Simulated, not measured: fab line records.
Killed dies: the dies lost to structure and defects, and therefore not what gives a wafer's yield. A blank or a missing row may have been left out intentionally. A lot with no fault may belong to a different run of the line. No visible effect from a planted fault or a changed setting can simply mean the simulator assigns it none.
fab line records + flow nandHarc
[record]
- lots = 6
- wafers = 18
- lastDay = 31
route steps=1302 shown A_M1@1175
lots with no fault: from the same line, run without faults
startH: hours from the record's opening day to when the first of the lot's shown wafers began + waitH: hours from the lot's prior step to this one + " same as the row above + L1.1+2: a single row standing in for several wafers + - value missing, or start not given + * or withheld: withheld + < > ~ a bound
route shown NAME@n: NAME is a module with steps in the file, n the number in the route of the first one + usual: mean/standard deviation taken from wafers without a fault + same: alike in all rows + chamber/n: place in a boat + sites: each site's reading + _std_site: their standard deviation + _edge_site: mean of outer sites minus mean of inner sites + radiusMm: how far each site lies from the wafer's centre + mask NAME#n: copy n + behind: tool/chamber where the wafer was last shaped + hold: why the lot went on hold/how many hours it stayed there/how the hold came to an end + device: which transistor (n, p or np) failed to switch + end of line: tests of these same wafers at the route's end + for a step that has no rows: nothing shown but its recipe + killed: at the first sort, the dies lost to defects and structure; wafer yield is something else + map: a wafer's dies, marking killed ones x, the rest . and places with no die _
set.NAME: the setting the step ran with; set.NAME@STEP: the setting that earlier step ran with + model.NAME: the simulator's own value behind a step, which no gauge read
lots seen at some steps along the route; tables by step, rows by wafer
services: the hour from which a tool's chamber was out of use, counted from the record's first day as startH (under 0 if before that day), plus the number of hours and why
[[steps]]
[step NHARC_A_M1_EBR_05]
[step NHARC_A_M1_EXPOSE_06]
[recipe]
- na = 1.35
- targetCdNm = 120
- doseMj = 75.13
- maskId = A_M1
[step NHARC_A_M1_PEB_07]
[recipe]
- pebTempC = 100
- pebTimeS = 65
[step NHARC_A_M1_DEVELOP_08]
[recipe]
- developTimeS = 35
- devTempC = 23
[step NHARC_A_M1_CD_MEAS_09]
[recipe]
- targetCdNm = 120
- landingEnergyEv = 500
[usual]
- cdNm = 119.9/0.81
[same]
- landingEnergyEv = 500
| lot.wafer | tool     | chamber | startH | waitH | cdNm  |
|-----------|----------|---------|--------|-------|-------|
| L363.1    | cdSem-03 | 0       | 525.11 | -     | 120.2 |
| L363.4    | "        | 0       | "      | "     | 119.1 |
| L363.5    | "        | 0       | "      | "     | 118.4 |
| L367.1    | cdSem-01 | 0       | 559.56 | -     | 119.8 |
| L367.4    | "        | 0       | "      | "     | 119.5 |
| L367.5    | "        | 0       | "      | "     | 120.0 |
| L365.2    | cdSem-01 | 0       | 561.98 | -     | 119.8 |
| L365.5    | "        | 0       | "      | "     | 117.9 |
| L365.6    | "        | 0       | "      | "     | 119.3 |
| L368.1    | cdSem-01 | 0       | 572.12 | -     | 119.7 |
| L368.4    | "        | 0       | "      | "     | 120.6 |
| L368.5    | "        | 0       | "      | "     | 120.3 |
| L371.2    | cdSem-01 | 0       | 605.14 | -     | 119.7 |
| L371.3    | "        | 0       | "      | "     | 119.6 |
| L371.5    | "        | 0       | "      | "     | 119.6 |
| L381.1    | cdSem-03 | 0       | 708.84 | -     | 119.6 |
| L381.2    | "        | 0       | "      | "     | 119.6 |
| L381.5    | "        | 0       | "      | "     | 120.8 |
[step NHARC_A_M1_OVL_MEAS_10]
[recipe]
- pitchNm = 240
[usual]
- overlayXNm = 0.0/0.75
- overlayYNm = -0.1/0.83
| lot.wafer | tool       | chamber | startH | waitH | overlayXNm | overlayYNm |
|-----------|------------|---------|--------|-------|------------|------------|
| L363.1    | overlay-01 | -       | 525.20 | -     | 1.1        | 0.1        |
| L363.4    | "          | -       | "      | "     | 1.1        | -0.1       |
| L363.5    | "          | -       | "      | "     | 0.4        | -0.6       |
| L367.1    | overlay-01 | -       | 559.65 | -     | -0.2       | -0.4       |
| L367.4    | "          | -       | "      | "     | 0.1        | -0.5       |
| L367.5    | "          | -       | "      | "     | -0.1       | -0.5       |
| L365.2    | overlay-02 | -       | 562.06 | -     | -0.1       | -1.1       |
| L365.5    | "          | -       | "      | "     | 0.1        | -0.9       |
| L365.6    | "          | -       | "      | "     | 0.3        | -0.9       |
| L368.1    | overlay-01 | -       | 572.20 | -     | 0.6        | 1.0        |
| L368.4    | "          | -       | "      | "     | -0.3       | 0.8        |
| L368.5    | "          | -       | "      | "     | -0.4       | 1.1        |
| L371.2    | overlay-01 | -       | 605.22 | -     | 0.4        | -0.8       |
| L371.3    | "          | -       | "      | "     | -0.5       | -0.5       |
| L371.5    | "          | -       | "      | "     | -0.1       | -0.8       |
| L381.1    | overlay-01 | -       | 708.93 | -     | -0.3       | -0.1       |
| L381.2    | "          | -       | "      | "     | -0.2       | -0.2       |
| L381.5    | "          | -       | "      | "     | -0.5       | -0.4       |
[step NHARC_A_M1_INSPECT_11]
[usual]
- rawDefectCount = 88/39
| lot.wafer | tool             | chamber | startH | waitH | rawDefectCount |
|-----------|------------------|---------|--------|-------|----------------|
| L363.1    | defectInspect-01 | -       | 525.23 | 0.0   | 76             |
| L363.4    | "                | -       | "      | "     | 68             |
| L363.5    | "                | -       | "      | "     | 54             |
| L367.1    | defectInspect-01 | -       | 559.69 | 0.0   | 158            |
| L367.4    | "                | -       | "      | "     | 153            |
| L367.5    | "                | -       | "      | "     | 153            |
| L365.2    | defectInspect-02 | -       | 562.10 | 0.0   | 80             |
| L365.5    | "                | -       | "      | "     | 75             |
| L365.6    | "                | -       | "      | "     | 56             |
| L368.1    | defectInspect-02 | -       | 572.24 | 0.0   | 140            |
| L368.4    | "                | -       | "      | "     | 117            |
| L368.5    | "                | -       | "      | "     | 139            |
| L371.2    | defectInspect-02 | -       | 605.26 | 0.0   | 77             |
| L371.3    | "                | -       | "      | "     | 61             |
| L371.5    | "                | -       | "      | "     | 64             |
| L381.1    | defectInspect-02 | -       | 708.96 | 0.0   | 30             |
| L381.2    | "                | -       | "      | "     | 27             |
| L381.5    | "                | -       | "      | "     | 38             |
[step NHARC_A_M1_DESCUM_14]
[recipe]
- timeS = 3
- o2FlowSccm = 200
- arFlowSccm = 0
- biasPowerW = 0
- chemistry = O2
[usual]
- drypumpMotorCurrentA = 5.8/0.48
- oesProductAu = 1.003/0.012
- rfVppV = 57.9/0.77
- showerheadPlenumPTorr = 1.94/0.059
- throttleValvePct = 11.312/0.0087
| lot.wafer | tool       | chamber | startH | waitH | drypumpMotorCurrentA | oesProductAu | rfHoursCounterH | rfVppV | showerheadPlenumPTorr | throttleValvePct |
|-----------|------------|---------|--------|-------|----------------------|--------------|-----------------|--------|-----------------------|------------------|
| L363.1    | rieDiel-09 | 2       | 525.30 | 0.1   | 5.1                  | 0.982        | 0.4             | 58.8   | 1.91                  | 11.316           |
| L363.4    | "          | 1       | "      | "     | 5.4                  | 1.006        | 0.5             | 57.1   | 2.03                  | 11.318           |
| L363.5    | "          | 3       | "      | "     | 6.2                  | 1.006        | -               | 58.7   | 1.98                  | 11.321           |
| L367.4    | rieDiel-06 | 0       | 559.75 | 0.1   | 5.7                  | 1.010        | 3.8             | 58.4   | 1.97                  | 11.311           |
| L367.1    | "          | 1       | "      | "     | 5.1                  | 0.979        | 3.8             | 58.0   | 1.91                  | 11.314           |
| L367.5    | "          | 1       | "      | "     | 5.1                  | 0.989        | -               | 58.4   | 1.91                  | 11.312           |
| L365.2    | rieDiel-06 | 2       | 562.18 | 0.1   | 5.7                  | 0.992        | 4.3             | 56.9   | 2.00                  | 11.303           |
| L365.5    | "          | 3       | "      | "     | 6.6                  | 1.008        | -               | 56.8   | 1.87                  | 11.304           |
| L365.6    | "          | 0       | "      | "     | 5.7                  | 0.993        | -               | 57.7   | 1.97                  | 11.303           |
| L368.4    | rieDiel-01 | 2       | 572.30 | 0.1   | 5.8                  | 1.018        | 0.0             | 57.8   | 1.97                  | 11.310           |
| L368.1    | "          | 3       | "      | "     | 5.4                  | 0.996        | 0.0             | 56.9   | 1.92                  | 11.318           |
| L368.5    | "          | 3       | "      | "     | 5.4                  | 1.000        | -               | 59.9   | 1.92                  | 11.303           |
| L371.2    | rieDiel-01 | 0       | 605.33 | 0.1   | 5.5                  | 1.008        | 1.0             | 56.7   | 1.78                  | 11.308           |
| L371.3    | "          | 1       | "      | "     | 6.1                  | 1.014        | 1.0             | 58.1   | 1.96                  | 11.308           |
| L371.5    | "          | 0       | "      | "     | 5.4                  | 1.008        | -               | 58.8   | 1.78                  | 11.324           |
| L381.2    | rieDiel-06 | 0       | 709.03 | 0.1   | 5.7                  | 1.011        | 1.8             | 57.8   | 1.96                  | 11.330           |
| L381.1    | "          | 2       | "      | "     | 5.7                  | 1.007        | 2.1             | 56.9   | 2.00                  | 11.305           |
| L381.5    | "          | 0       | "      | "     | 5.6                  | 0.996        | -               | 57.5   | 1.96                  | 11.317           |
[step NHARC_A_M1_ETCH_35]
[recipe]
- targetDepthA = 400
- overetchA = 120
- timeS = 43.94
- ionEnergyEv = 200
- n2FlowSccm = 150
- h2FlowSccm = 150
- arFlowSccm = 0
- rfW = 400
- biasW = 150
- chemistry = N2/H2
[usual]
- biasW = 150.0/0.44
- chamberPressureMTorr = 30.002/0.028
- drypumpMotorCurrentA = 5.7/0.48
- n2FlowSccm = 150.0/0.48
- oesProductAu = 1.002/0.012
- rfFwdPowerW = 395.9/1.9
- rfVppV = 431.3/1.9
- showerheadPlenumPTorr = 2.07/0.06
- throttleValvePct = 14.170/0.0089
| lot.wafer | tool       | chamber | startH | waitH | biasW | chamberPressureMTorr | drypumpMotorCurrentA | n2FlowSccm | oesProductAu | rfFwdPowerW | rfHoursCounterH | rfVppV | showerheadPlenumPTorr | throttleValvePct |
|-----------|------------|---------|--------|-------|-------|----------------------|----------------------|------------|--------------|-------------|-----------------|--------|-----------------------|------------------|
| L363.1    | rieDiel-09 | 1       | 525.38 | 0.1   | 149.7 | 30.024               | 5.4                  | 149.8      | 1.007        | 395.9       | 0.5             | 434.3  | 2.17                  | 14.161           |
| L363.4    | "          | 0       | "      | "     | 150.1 | 30.004               | 5.7                  | 151.1      | 0.992        | 398.3       | 0.5             | 434.4  | 2.20                  | 14.175           |
| L363.5    | "          | 2       | "      | "     | 150.8 | 30.062               | 5.1                  | 150.4      | 0.985        | 394.6       | -               | 430.8  | 2.04                  | 14.172           |
| L367.4    | rieDiel-06 | 3       | 559.83 | 0.1   | 149.6 | 30.007               | 6.6                  | 149.9      | 1.016        | 397.0       | 3.9             | 428.8  | 2.00                  | 14.158           |
| L367.1    | "          | 1       | "      | "     | 149.9 | 30.031               | 5.1                  | 150.0      | 0.980        | 394.8       | 3.8             | 430.9  | 2.04                  | 14.164           |
| L367.5    | "          | 3       | "      | "     | 150.1 | 29.978               | 6.6                  | 149.5      | 1.010        | 397.6       | -               | 429.5  | 2.00                  | 14.160           |
| L365.2    | rieDiel-06 | 2       | 562.26 | 0.1   | 149.0 | 29.970               | 5.7                  | 149.9      | 1.002        | 392.8       | 4.3             | 433.3  | 2.14                  | 14.159           |
| L365.6    | "          | 3       | "      | "     | 150.6 | 29.981               | 6.5                  | 149.2      | 1.012        | 398.3       | -               | 428.6  | 2.00                  | 14.178           |
| L365.5    | "          | 0       | "      | "     | 149.9 | 30.045               | 5.7                  | 150.0      | 1.004        | 398.2       | -               | 430.6  | 2.10                  | 14.182           |
| L368.4    | rieDiel-01 | 3       | 572.40 | 0.1   | 150.3 | 29.967               | 5.4                  | 149.8      | 1.001        | 395.1       | 0.0             | 431.2  | 2.04                  | 14.166           |
| L368.1    | "          | 0       | "      | "     | 150.0 | 30.044               | 5.4                  | 150.6      | 1.018        | 396.9       | 0.0             | 426.3  | 1.90                  | 14.186           |
| L368.5    | "          | 2       | "      | "     | 150.1 | 30.013               | 5.8                  | 150.5      | 1.017        | 397.1       | -               | 432.9  | 2.10                  | 14.171           |
| L371.3    | rieDiel-01 | 2       | 605.41 | 0.1   | 149.8 | 30.039               | 5.8                  | 149.9      | 1.022        | 394.5       | 0.9             | 433.3  | 2.10                  | 14.162           |
| L371.2    | "          | 3       | "      | "     | 150.2 | 30.022               | 5.4                  | 149.7      | 1.006        | 395.4       | 1.0             | 429.9  | 2.04                  | 14.161           |
| L371.5    | "          | 2       | "      | "     | 149.5 | 29.967               | 5.8                  | 150.4      | 1.030        | 394.5       | -               | 431.9  | 2.10                  | 14.162           |
| L381.1    | rieDiel-06 | 2       | 709.12 | 0.1   | 149.6 | 29.974               | 5.7                  | 150.5      | 1.010        | 393.1       | 2.1             | 434.3  | 2.13                  | 14.171           |
| L381.2    | "          | 3       | "      | "     | 150.0 | 30.003               | 6.6                  | 150.5      | 1.018        | 398.1       | 1.9             | 428.7  | 1.99                  | 14.165           |
| L381.5    | "          | 2       | "      | "     | 149.3 | 29.993               | 5.7                  | 149.6      | 1.001        | 394.0       | -               | 431.8  | 2.13                  | 14.161           |
[step NHARC_A_M1_ETCH_15]
[recipe]
- targetDepthA = 1825
- timeS = 91.2
- c4f8FlowSccm = withheld
- arFlowSccm = 400
- rfW = 600
- biasW = 300
- chemistry = C4F8/Ar
[usual]
- biasW = 299.9/0.99
- chamberPressureMTorr = 25.002/0.023
- oesProductAu = 0.965/0.019
- rfFwdPowerW = 596.7/2.3
- rfVppV = 441.7/2.1
| lot.wafer | tool       | chamber | startH | waitH | biasW | chamberPressureMTorr | oesProductAu | rfFwdPowerW | rfHoursCounterH | rfVppV |
|-----------|------------|---------|--------|-------|-------|----------------------|--------------|-------------|-----------------|--------|
| L363.1    | rieDiel-09 | 0       | -      | -     | 299.9 | 25.048               | 0.971        | 597.8       | 0.5             | 445.1  |
| L363.4    | "          | 1       | "      | "     | 299.5 | 24.970               | 0.977        | 597.8       | 0.5             | 444.5  |
| L363.5    | "          | 0       | "      | "     | 299.9 | 25.041               | 0.977        | 597.0       | -               | 445.3  |
| L367.1    | rieDiel-06 | 2       | -      | -     | 300.7 | 25.012               | 0.981        | 594.5       | 3.9             | 443.9  |
| L367.4    | "          | 3       | "      | "     | 299.7 | 24.993               | 0.989        | 597.8       | 4.0             | 438.6  |
| L367.5    | "          | 2       | "      | "     | 298.7 | 25.011               | 0.973        | 596.1       | -               | 443.1  |
| L365.2    | rieDiel-06 | 2       | -      | -     | 296.9 | 25.013               | 0.934        | 595.9       | 4.3             | 443.2  |
| L365.5    | "          | 0       | "      | "     | 298.6 | 24.978               | 0.922        | 595.0       | -               | 442.3  |
| L365.6    | "          | 1       | "      | "     | 300.9 | 25.008               | 0.922        | 596.4       | -               | 439.4  |
| L368.4    | rieDiel-01 | 1       | -      | -     | 300.5 | 25.013               | 0.990        | 595.4       | 0.0             | 443.3  |
| L368.1    | "          | 2       | "      | "     | 298.4 | 25.000               | 0.980        | 595.3       | 0.1             | 444.0  |
| L368.5    | "          | 2       | "      | "     | 298.3 | 25.011               | 0.984        | 596.4       | -               | 441.9  |
| L371.3    | rieDiel-01 | 1       | -      | -     | 300.5 | 25.027               | 0.981        | 597.7       | 1.0             | 441.5  |
| L371.2    | "          | 2       | "      | "     | 301.4 | 25.001               | 0.979        | 592.7       | 1.0             | 442.0  |
| L371.5    | "          | 0       | "      | "     | 300.8 | 25.004               | 0.957        | 597.4       | -               | 436.4  |
| L381.2    | rieDiel-06 | 2       | -      | -     | 299.9 | 25.036               | 0.987        | 596.3       | 2.2             | 444.2  |
| L381.1    | "          | 0       | "      | "     | 299.0 | 25.016               | 0.951        | 595.9       | 1.8             | 442.1  |
| L381.5    | "          | 2       | "      | "     | 300.3 | 25.011               | 0.983        | 595.0       | -               | 443.6  |
[step NHARC_A_M1_CD_MEAS_16]
[usual]
- cdNm = 119.8/1.1
| lot.wafer | tool     | chamber | startH | waitH | cdNm  |
|-----------|----------|---------|--------|-------|-------|
| L363.1    | cdSem-01 | -       | 525.60 | -     | 119.8 |
| L363.4    | "        | -       | "      | "     | 118.2 |
| L363.5    | "        | -       | "      | "     | 119.0 |
| L367.1    | cdSem-03 | -       | 560.07 | -     | 119.7 |
| L367.4    | "        | -       | "      | "     | 119.5 |
| L367.5    | "        | -       | "      | "     | 120.1 |
| L365.2    | cdSem-03 | -       | 562.48 | -     | 119.6 |
| L365.5    | "        | -       | "      | "     | 117.5 |
| L365.6    | "        | -       | "      | "     | 118.7 |
| L368.1    | cdSem-03 | -       | 572.61 | -     | 119.0 |
| L368.4    | "        | -       | "      | "     | 120.9 |
| L368.5    | "        | -       | "      | "     | 120.5 |
| L371.2    | cdSem-02 | -       | 605.63 | -     | 120.9 |
| L371.3    | "        | -       | "      | "     | 119.4 |
| L371.5    | "        | -       | "      | "     | 121.2 |
| L381.1    | cdSem-02 | -       | 709.33 | -     | 120.0 |
| L381.2    | "        | -       | "      | "     | 120.0 |
| L381.5    | "        | -       | "      | "     | 120.3 |
[step NHARC_A_M1_STRIP_18]
[recipe]
- powerW = 1000
- n2FlowSccm = 150
- h2FlowSccm = 150
- arFlowSccm = 0
- biasW = 0
- chemistry = N2/H2
[usual]
- drypumpMotorCurrentA = 5.7/0.43
- n2FlowSccm = 150.0/0.48
- oesProductAu = 1.001/0.012
- rfFwdPowerW = 997.8/3
- rfVppV = 90.9/0.99
- showerheadPlenumPTorr = 2.08/0.074
- throttleValvePct = 14.172/0.0096
| lot.wafer | tool       | chamber | startH | waitH | drypumpMotorCurrentA | n2FlowSccm | oesProductAu | rfFwdPowerW | rfHoursCounterH | rfVppV | showerheadPlenumPTorr | throttleValvePct |
|-----------|------------|---------|--------|-------|----------------------|------------|--------------|-------------|-----------------|--------|-----------------------|------------------|
| L363.4    | rieDiel-06 | 2       | 525.67 | 0.1   | 5.7                  | 150.2      | 1.009        | 994.3       | 2.1             | 92.7   | 2.14                  | 14.172           |
| L363.1    | "          | 1       | "      | "     | 5.1                  | 149.8      | 0.984        | 996.3       | 2.3             | 91.3   | 2.04                  | 14.180           |
| L363.5    | "          | 2       | "      | "     | 5.7                  | 149.8      | 1.019        | 995.4       | -               | 91.5   | 2.14                  | 14.156           |
| L367.1    | rieDiel-06 | 0       | 560.14 | 0.1   | 5.6                  | 149.7      | 1.004        | 996.7       | 3.9             | 92.9   | 2.10                  | 14.177           |
| L367.4    | "          | 3       | "      | "     | 6.5                  | 150.2      | 1.008        | 1001.6      | 4.0             | 91.6   | 2.00                  | 14.183           |
| L367.5    | "          | 1       | "      | "     | 5.1                  | 150.3      | 0.989        | 1000.0      | -               | 90.2   | 2.04                  | 14.165           |
| L365.2    | rieDiel-09 | 2       | 562.60 | 0.1   | 5.2                  | 150.0      | 0.991        | 996.8       | 2.5             | 90.0   | 2.04                  | 14.152           |
| L365.6    | "          | 0       | "      | "     | 5.7                  | 150.4      | 1.002        | 996.3       | -               | 92.5   | 2.20                  | 14.162           |
| L365.5    | "          | 1       | "      | "     | 5.4                  | 149.8      | 0.989        | 1001.1      | -               | 91.7   | 2.17                  | 14.176           |
| L368.1    | rieDiel-06 | 3       | 572.68 | 0.1   | 6.6                  | 149.4      | 1.020        | 1000.9      | 4.9             | 89.2   | 2.00                  | 14.173           |
| L368.4    | "          | 1       | "      | "     | 5.1                  | 149.9      | 0.986        | 997.4       | 4.5             | 91.8   | 2.04                  | 14.164           |
| L368.5    | "          | 0       | "      | "     | 5.7                  | 150.3      | 1.009        | 998.7       | -               | 91.0   | 2.10                  | 14.184           |
| L371.3    | rieDiel-06 | 1       | 605.70 | 0.1   | 5.1                  | 150.2      | 0.985        | 1000.0      | 7.0             | 91.1   | 2.04                  | 14.168           |
| L371.2    | "          | 2       | "      | "     | 5.7                  | 149.8      | 0.997        | 998.2       | 6.8             | 90.5   | 2.14                  | 14.167           |
| L371.5    | "          | 1       | "      | "     | 5.1                  | 150.6      | 0.980        | 998.5       | -               | 91.4   | 2.04                  | 14.162           |
| L381.1    | rieDiel-09 | 2       | 709.40 | 0.1   | 5.2                  | 149.4      | 0.997        | 998.9       | 1.9             | 90.4   | 2.04                  | 14.177           |
| L381.2    | "          | 1       | "      | "     | 5.4                  | 149.1      | 0.983        | 996.4       | 2.0             | 91.2   | 2.16                  | 14.176           |
| L381.5    | "          | 3       | "      | "     | 6.2                  | 150.1      | 0.991        | 998.2       | -               | 91.7   | 2.11                  | 14.171           |
[step NHARC_A_M1_ETCH_28]
[recipe]
- targetDepthA = 300
- overEtchFrac = 0.3
- timeS = 72.99
- ionEnergyEv = 150
- cf4FlowSccm = 50
- n2FlowSccm = 100
- arFlowSccm = 150
- rfW = 300
- biasW = 100
- chemistry = CF4/N2
[usual]
- biasW = 100.0/0.31
- cf4FlowSccm = 49.99/0.15
- drypumpMotorCurrentA = 5.7/0.42
- n2FlowSccm = 100.0/0.32
- oesProductAu = 1.001/0.011
- overEtchFrac = 0.3/0
- rfFwdPowerW = 297.7/1.1
- rfVppV = 315.0/1.8
- showerheadPlenumPTorr = 2.68/0.093
- throttleValvePct = 19.795/0.0096
| lot.wafer | tool       | chamber | startH | waitH | biasW | cf4FlowSccm | drypumpMotorCurrentA | n2FlowSccm | oesProductAu | overEtchFrac | rfFwdPowerW | rfHoursCounterH | rfVppV | showerheadPlenumPTorr | throttleValvePct |
|-----------|------------|---------|--------|-------|-------|-------------|----------------------|------------|--------------|--------------|-------------|-----------------|--------|-----------------------|------------------|
| L363.1    | rieDiel-06 | 3       | 525.92 | -     | 100.5 | 49.76       | 6.6                  | 99.6       | 0.998        | 0.3          | 296.3       | 2.2             | 313.3  | 2.57                  | 19.783           |
| L363.4    | "          | 1       | "      | "     | 99.8  | 49.93       | 5.1                  | 100.2      | 0.989        | 0.3          | 298.8       | 2.4             | 313.6  | 2.63                  | 19.790           |
| L363.5    | "          | 3       | "      | "     | 100.3 | 49.87       | 6.5                  | 99.6       | 0.998        | 0.3          | 298.1       | -               | 312.2  | 2.57                  | 19.804           |
| L367.4    | rieDiel-06 | 0       | 560.39 | -     | 100.1 | 50.12       | 5.7                  | 100.3      | 1.005        | 0.3          | 297.7       | 3.9             | 314.6  | 2.69                  | 19.790           |
| L367.1    | "          | 1       | "      | "     | 99.6  | 50.15       | 5.1                  | 100.1      | 0.972        | 0.3          | 298.6       | 3.9             | 314.8  | 2.63                  | 19.790           |
| L367.5    | "          | 0       | "      | "     | 100.4 | 49.91       | 5.7                  | 99.9       | 0.997        | 0.3          | 298.3       | -               | 315.0  | 2.69                  | 19.803           |
| L365.2    | rieDiel-09 | 0       | 562.80 | -     | -     | -           | -                    | -          | -            | -            | -           | -               | -      | -                     | -                |
| L365.5    | "          | 3       | "      | "     | -     | -           | -                    | -          | -            | -            | -           | -               | -      | -                     | -                |
| L365.6    | "          | 0       | "      | "     | -     | -           | -                    | -          | -            | -            | -           | -               | -      | -                     | -                |
| L368.4    | rieDiel-06 | 0       | 572.92 | -     | -     | -           | -                    | -          | -            | -            | -           | -               | -      | -                     | -                |
| L368.1    | "          | 1       | "      | "     | -     | -           | -                    | -          | -            | -            | -           | -               | -      | -                     | -                |
| L368.5    | "          | 0       | "      | "     | -     | -           | -                    | -          | -            | -            | -           | -               | -      | -                     | -                |
| L371.3    | rieDiel-06 | 0       | 605.96 | -     | 100.2 | 49.98       | 5.7                  | 100.1      | 1.001        | 0.3          | 298.8       | 7.5             | 316.1  | 2.69                  | 19.801           |
| L371.2    | "          | 1       | "      | "     | 100.5 | 50.20       | 5.1                  | 100.0      | 0.979        | 0.3          | 297.8       | 7.0             | 314.7  | 2.63                  | 19.784           |
| L371.5    | "          | 3       | "      | "     | 99.6  | 50.04       | 6.5                  | 99.7       | 1.020        | 0.3          | 299.1       | -               | 313.2  | 2.57                  | 19.784           |
| L381.1    | rieDiel-09 | 3       | 709.65 | -     | 100.2 | 49.78       | 6.2                  | 100.1      | 0.998        | 0.3          | 297.8       | 1.8             | 316.1  | 2.71                  | 19.802           |
| L381.2    | "          | 0       | "      | "     | 100.5 | 49.90       | 5.7                  | 100.1      | 1.009        | 0.3          | 297.0       | 2.0             | 318.6  | 2.81                  | 19.801           |
| L381.5    | "          | 2       | "      | "     | 100.1 | 49.98       | 5.1                  | 100.2      | 1.000        | 0.3          | 296.9       | -               | 313.1  | 2.62                  | 19.790           |
[step NHARC_A_M1_STRIP_19]
[recipe]
- timeS = 600
- tempC = 30
- chemistry = postEtchResidueRemover
[[services]]
| tool       | chamber | startH | hours | kind   |
|------------|---------|--------|-------|--------|
| rieDiel-06 | 0       | 517.95 | -     | clean  |
| rieDiel-06 | 1       | 517.95 | -     | clean  |
| rieDiel-06 | 2       | 517.95 | -     | clean  |
| rieDiel-06 | 3       | 517.95 | -     | clean  |
| rieDiel-09 | 2       | 533.51 | 3.5   | repair |
| rieDiel-01 | 0       | 539.28 | 3.0   | repair |
| rieDiel-06 | 0       | 542.45 | -     | clean  |
| rieDiel-06 | 1       | 542.45 | -     | clean  |
| rieDiel-06 | 2       | 542.45 | -     | clean  |
| rieDiel-06 | 3       | 542.45 | -     | clean  |
| rieDiel-01 | -       | 557.82 | 9.0   | pm     |
| rieDiel-06 | 0       | 566.95 | -     | clean  |
| rieDiel-06 | 1       | 566.95 | -     | clean  |
| rieDiel-06 | 2       | 566.95 | -     | clean  |
| rieDiel-06 | 3       | 566.95 | -     | clean  |
| rieDiel-06 | 0       | 591.45 | -     | clean  |
| rieDiel-06 | 1       | 600.42 | 3.5   | repair |
| rieDiel-01 | 2       | 607.39 | 15.4  | repair |
| rieDiel-01 | 3       | 621.53 | 10.6  | repair |
| rieDiel-09 | 2       | 639.37 | 20.3  | repair |
| rieDiel-06 | -       | 661.42 | 9.0   | pm     |
| rieDiel-09 | -       | 674.11 | 9.0   | pm     |
| rieDiel-01 | -       | 676.24 | 4.4   | repair |
| rieDiel-09 | -       | 703.33 | 0.5   | repair |
[[key]]
[firstSign]
- step = NHARC_A_M1_ETCH_28
- reading = toolRecord
- direction = missing
effect none on later readings
metAt NHARC_A_M1_ETCH_28
struckWafers L365.2,L365.5,L365.6,L368.1,L368.4,L368.5
laterRowsLeftOut L365.2,L365.5,L365.6,L368.1,L368.4,L368.5
sortLeftOut L365.2,L365.5,L365.6,L368.1,L368.4,L368.5
onsetBetween 560.39 562.80
[earlierFault]
- kind = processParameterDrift
- tool = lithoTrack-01
- chamber = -
- onsetH = 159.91
- steps = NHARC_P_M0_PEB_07
- channel = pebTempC
- offset = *
- shape = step
- actsIn = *
- stated = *
[fault]
- kind = skippedStepWhole
- tool = rieDiel-06,rieDiel-09
- chamber = -
- onsetH = 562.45
- steps = NHARC_A_M1_ETCH_28
- scope = struckLotsOnly
// sortLeftOut: the simulated sort isn't trusted on such a fault, so these wafers' sort isn't shown, and their yield isn't known
// laterRowsLeftOut: the simulator's readings of these wafers behind a module that went badly wrong aren't trusted and aren't shown, but for the sort
